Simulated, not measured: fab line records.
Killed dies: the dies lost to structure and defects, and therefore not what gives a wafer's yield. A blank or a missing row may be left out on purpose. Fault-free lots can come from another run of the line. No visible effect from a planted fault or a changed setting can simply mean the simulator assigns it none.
A lot that was struck, set against a sound lot    flow nand_harc    15 out of 1159 route steps
Sound: wafers L803.1, L803.3, L803.6. Struck: wafer L815.2 (left out: L815.1, L815.4 of the same lot, which were not struck); the cause appears at the end.
Order at every step that has rows: each side's tool, ch and its chambers, its first start. Under that, the readings that differ: sound wafers    struck wafers    difference of the means    sigmas: that difference in standard deviations of wafers without a fault.
alike: a reading whose means differ by less than 2 such deviations, as well as words and numbers matching on both sides. not compared: withheld readings; readings where some wafer has no value; bounds like >300 that might hide an equal value; numbers whose values overlap and for which the record gives no deviation.
Wherever a step has rows on one side only, a row that says differs or no value, or a row with sigmas, the two part there. Numbers that have no deviation but don't overlap get no sigmas and don't part them. Lack of a reading on every wafer of one side parts them only where that side has two or more wafers.

first, 7 steps without rows for these wafers: NHARC_P_CONTACT_COAT_34 (time 65 s); NHARC_P_CONTACT_COAT_06 (resist thk 90 nm); NHARC_P_CONTACT_SOFTBAKE_07 (time 55 s); NHARC_P_CONTACT_EBR_08; NHARC_P_CONTACT_EXPOSE_09 (exposes mask P CA, target cd 90 nm); NHARC_P_CONTACT_PEB_10 (peb time 65 s); NHARC_P_CONTACT_DEVELOP_11 (develop time 35 s).
NHARC_P_CONTACT_CD_MEAS_12: the cd target is 90 nm.
  sound on cd_sem-01 ch 0, day 6 06:09; struck on cd_sem-03 ch 0, day 9 00:41
  alike: cd_nm
NHARC_P_CONTACT_OVL_MEAS_13:
  struck on overlay-01, day 9 00:46; sound on overlay-02, day 6 06:14
  alike: overlay_x_nm, overlay_y_nm
NHARC_P_CONTACT_INSPECT_14:
  struck on defect_inspect-01, day 9 00:48; sound on defect_inspect-02, day 6 06:17
  alike: raw_defect_count
NHARC_P_CONTACT_DESCUM_17: chemistry O2, time 3 s.
  sound on rie_diel-12 ch 1,2,3, day 6 06:20; struck on rie_diel-12 ch 2, day 9 00:52
  alike: drypump_motor_current_A, oes_product_au, rf_vpp_V, showerhead_plenum_p_Torr, throttle_valve_pct
  not compared: rf_hours_counter_h
NHARC_P_CONTACT_ETCH_35: etches the open film in CF4, target depth 39 nm, time 65 s.
  sound on rie_diel-12 ch 2,3, day 6 06:26; struck on rie_diel-12 ch 1, day 9 00:57
reading                          sound           struck  difference  sigmas
drypump_motor_current_A (A)      5.7 5.7 5.7     4.8     -0.9        -2
showerhead_plenum_p_Torr (Torr)  1.79 1.89 1.88  1.70    -0.15       -2
  alike: bias_w, oes_product_au, rf_vpp_V, run_length_s, throttle_valve_pct
  not compared: rf_hours_counter_h
NHARC_P_CONTACT_ETCH_36: etches the open film in N2/H2, target depth 260 nm, time 406.25 s.
  sound on rie_diel-12 ch 2,3, day 6 06:32; struck on rie_diel-12 ch 0, day 9 01:02
reading                          sound              struck  difference  sigmas
rf_vpp_V (V)                     435.6 429.6 434.3  427.5   -5.7        -2
run_length_s (s)                 427.9 428.0 428.0  303.8   -124.2      -99 or more
showerhead_plenum_p_Torr (Torr)  2.19 2.07 2.19     1.97    -0.18       -2
  alike: drypump_motor_current_A, oes_product_au, throttle_valve_pct
  not compared: bias_w, rf_hours_counter_h
NHARC_P_CONTACT_ETCH_18: etches the open film in C4F8/O2/Ar, target depth 481 nm, time 240.5 s.
  sound: rie_diel-12 ch 2,3; struck: rie_diel-12 ch 2
  alike: bias_w, oes_product_au, rf_vpp_V, run_length_s
  not compared: rf_hours_counter_h
-- break in the record here, with 14 days between the starts of the struck wafers on either side (left off in module P_CONTACT, picked up again in module END, where the first step shown is number 1159 on the route) --
NHARC_END_SORT_01:
  only the struck wafers appear in the record here, on prober-02 ch 0 at day 23 03:38; the sound ones have no rows

## WHERE THEY PART
First at NHARC_P_CONTACT_ETCH_35; last, within this record, at NHARC_END_SORT_01.

WHY: what had been put in by the simulator
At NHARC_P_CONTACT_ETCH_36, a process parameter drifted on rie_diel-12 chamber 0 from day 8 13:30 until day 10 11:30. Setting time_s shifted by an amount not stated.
